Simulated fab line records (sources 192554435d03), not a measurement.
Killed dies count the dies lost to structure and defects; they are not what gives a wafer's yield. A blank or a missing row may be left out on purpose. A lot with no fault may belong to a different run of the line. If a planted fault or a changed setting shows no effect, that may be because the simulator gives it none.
Matching of chambers    flow n5 finfet    cmp-02 running N5_DUMMY_GATE_CMP_04: 4 sister chambers
The step polishes a-Si. 4 wafers are shown with their chamber, then 8 later ones without.

## WAFERS WITH THEIR CHAMBER
wafer   chamber  motor current A (A)
L081.1  1        10.5
L082.4  3        8.2
L083.4  0        8.4
L085.2  2        9.9

## WAFERS WITH NO CHAMBER GIVEN
wafer   motor current A (A)
L085.4  8.4
L089.1  8.2
L089.2  10.7
L089.3  9.9
L090.1  10.0
L090.3  8.1
L091.2  11.1
L095.2  9.6

## WHICH CHAMBER EACH WENT THROUGH
wafer   from the rows above      in truth
L085.4  can't be placed: 0 or 3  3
L089.1  can't be placed: 3 or 0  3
L089.2  1                        1
L089.3  2                        2
L090.1  can't be placed: 2 or 1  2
L090.3  can't be placed: 3 or 0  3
L091.2  1                        1
L095.2  2                        2
Placed correctly: 4 of 8. Not placeable from these rows: 4 (in 4, the candidates include the true chamber). Wrongly placed: 0.
How it was worked out, from the rows above alone: a wafer's distance from a chamber is the root of the sum, over the readings, of the square of ((its reading less the chamber's mean) divided by the reading's scatter). If the next closest chamber is less than 2 further off than the closest, the wafer can't be placed; otherwise it belongs to the closest. Each chamber's mean is taken over the wafers shown for it. The scatter: with one shown wafer a chamber, the root of the mean of the squares of how far each hidden wafer lies from its nearest shown one.
